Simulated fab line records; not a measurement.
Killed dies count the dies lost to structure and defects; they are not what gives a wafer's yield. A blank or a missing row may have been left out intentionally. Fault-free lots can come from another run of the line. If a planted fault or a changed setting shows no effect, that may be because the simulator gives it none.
Code-filled problem report in 8D (eight disciplines) form || flow nand-harc || the parts of the form that need people (team, actions taken, sign-off) are left out

== 1. THE ISSUE ==
Wafers with no fault read 272 with a standard deviation of 71, whereas raw-defect-count at NHARC_A_CHANNEL_HOLE_D2_INSPECT_40 reads a mean of 1436 on 1 wafer of 1 lot. Relative to the usual mean, that is a shift of +16 standard deviations.
First seen on wafer L383.1, day 18 11:50, on defect-inspect-01. At this step, 33 wafers from 11 lots have a number in the record. The rule behind "out" and "out of limits": a value lying over 4 standard deviations away from the usual mean. The rest of the wafers with a number are treated as sound.

== 2. WHAT IT IS AND WHAT IT IS NOT ==
{"question": "which readings at this step", "is": "raw-defect-count", "is not": "-"}
{"question": "which lots", "is": "L383", "is not": "L372, L374, L375, L377, L378, L379, L380, L381, L390, L391"}
{"question": "which wafers of those lots", "is": "L383.1", "is not": "L383.4, L383.5"}
{"question": "read on which gauges", "is": "defect-inspect-01", "is not": "defect-inspect-02"}
{"question": "when", "is": "from day 18 11:50", "is not": "up to then (26 sound wafers); but 6 sound wafers of L390, L391 came after"}

== 3. WHAT RULES OUT EACH SUSPECT ==
Counting: a tool at a process step up to the reading stays a suspect if it ran every lot that is out. Sound lots after the first of them don't rule it out here, since some wafers of a struck lot are sound.
- ruled out: the gauge at NHARC_A_CHANNEL_HOLE_D2_INSPECT_40. All the wafers that are out were read on defect-inspect-01, but those of them that NHARC_END_SORT_01 has rows for are out there too, on other tools.
- rie-diel-10 at NHARC_A_CHANNEL_HOLE_D2_ETCH_16 (etches the open film in O2/COS, target depth 3100 nm, time 806 s): kept. It processed L383, the lot that is out, at day 18 03:02, and its most recent sound lot before then was L381 at day 17 04:45.
- har-etch-02 at NHARC_A_CHANNEL_HOLE_D2_ETCH_20 (etches the open film in C4F8/O2/Ar, time 361.9 s, target depth 1600 nm): kept. It processed L383, the lot that is out, at day 18 06:16, and its most recent sound lot before then was L380 at day 16 17:51.
- har-etch-02 at NHARC_A_CHANNEL_HOLE_D2_ETCH_22 (etches the open film in C4F8/O2/Ar, time 666.7 s, target depth 1600 nm): kept. It processed L383, the lot that is out, at day 18 07:01, and its most recent sound lot before then was L380 at day 16 18:41.
- rie-diel-10 at NHARC_A_CHANNEL_HOLE_D2_STRIP_28 (strips in O2): kept. It processed L383, the lot that is out, at day 18 11:50, and its most recent sound lot before then was L380 at day 16 23:22. NHARC_A_CHANNEL_HOLE_D2_STRIP_28 gives no start for some lots, so the hours and the order of its lots are those of NHARC_A_CHANNEL_HOLE_D2_INSPECT_40.
- In rie-diel-10 at NHARC_A_CHANNEL_HOLE_D2_ETCH_16, the wafers that are out were processed in chamber 2 and their sound lot-mates in chambers 0, 1.
- In rie-diel-10 at NHARC_A_CHANNEL_HOLE_D2_STRIP_28, the wafers that are out were processed in chamber 3 and their sound lot-mates in chambers 0, 1.
Left after counting: rie-diel-10 at NHARC_A_CHANNEL_HOLE_D2_ETCH_16, har-etch-02 at NHARC_A_CHANNEL_HOLE_D2_ETCH_20, har-etch-02 at NHARC_A_CHANNEL_HOLE_D2_ETCH_22, rie-diel-10 at NHARC_A_CHANNEL_HOLE_D2_STRIP_28.

== 4. THE CAUSE (what the simulator had put in) ==
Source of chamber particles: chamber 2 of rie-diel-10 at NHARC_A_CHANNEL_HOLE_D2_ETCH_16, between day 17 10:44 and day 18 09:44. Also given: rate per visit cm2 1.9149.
After counting, 4 suspects remain, this tool included.

== 5. SEQUENCE OF EFFECTS, ordered by route ==
Each row: a reading whose mean over the struck wafers that have a number lies more than 3 standard deviations from the usual. Scope: only readings with a usual standard deviation given in the record; hours: median across lots of the time from each lot's start at the first step in this table that gives one to its start at this step; sigmas: change in usual standard deviations.
{"hours": 0, "step": "NHARC_A_CHANNEL_HOLE_D2_INSPECT_40", "reading": "raw-defect-count", "usual": 272, "on struck wafers": 1436, "change": "+1164", "sigmas": "+16"}
{"hours": 267, "step": "NHARC_END_SORT_01", "reading": "killed-at-array", "usual": 54, "on struck wafers": 130, "change": "+76", "sigmas": "+4.5"}
{"hours": 267, "step": "NHARC_END_SORT_01", "reading": "killed-dies", "usual": 58, "on struck wafers": 133, "change": "+75", "sigmas": "+4.4"}

== 6. HOW IT WOULD HAVE BEEN CAUGHT EARLIER ==
In this record the first reading out of limits at a measuring or inspecting step was taken at day 18 11:50, 25 hours after the fault began at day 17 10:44.
An alarm limit of 4 standard deviations would not have fired on the tool readings at NHARC_A_CHANNEL_HOLE_D2_ETCH_16 for which the record gives a usual standard deviation, since none of them was out on any struck wafer.
Each of the lots that are out, 1 in all, had begun NHARC_A_CHANNEL_HOLE_D2_ETCH_16 on rie-diel-10 no later than day 18 11:50. Tool hold at that time: it would have spared none of them.
